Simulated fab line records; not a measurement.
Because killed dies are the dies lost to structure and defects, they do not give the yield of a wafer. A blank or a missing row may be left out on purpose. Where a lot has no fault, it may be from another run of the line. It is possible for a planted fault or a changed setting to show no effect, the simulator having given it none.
Matching of chambers -- flow nand-harc -- 4 sister chambers for NHARC_P_GATE_DESCUM_31 on rie-diel-09
The step chemistry O2, time 3 s. 4 wafers are shown with their chamber, then 7 later ones without.

== WAFERS PAIRED WITH THEIR CHAMBERS ==
wafer,chamber,drypump-motor-current-A (A)
L081.2,1,4.9
L083.4,2,5.8
L084.2,0,6.6
L084.4,3,6.0

== WAFERS WITH NO CHAMBER GIVEN ==
wafer,drypump-motor-current-A (A)
L084.6,6.6
L093.3,4.9
L093.4,5.8
L093.5,6.6
L095.2,5.8
L095.3,4.9
L095.5,6.1

== WHICH CHAMBER EACH ONE RAN IN ==
wafer,from the rows above,in truth
L084.6,0,0
L093.3,1,1
L093.4,2,2
L093.5,0,0
L095.2,2,2
L095.3,1,1
L095.5,3,3
Correctly placed: 7 of 7. Number that these rows cannot place: 0. 0 placed wrongly.
How it was worked out, from the rows above alone: a wafer's distance from a chamber is the root of the sum, over the readings, of the square of ((its reading less the chamber's mean) divided by the reading's scatter). If the next closest chamber is less than 2 further off than the closest, the wafer can't be placed; otherwise it belongs to the closest. Each chamber's mean is taken over the wafers shown for it. The scatter: with one shown wafer a chamber, the root of the mean of the squares of how far each hidden wafer lies from its nearest shown one.
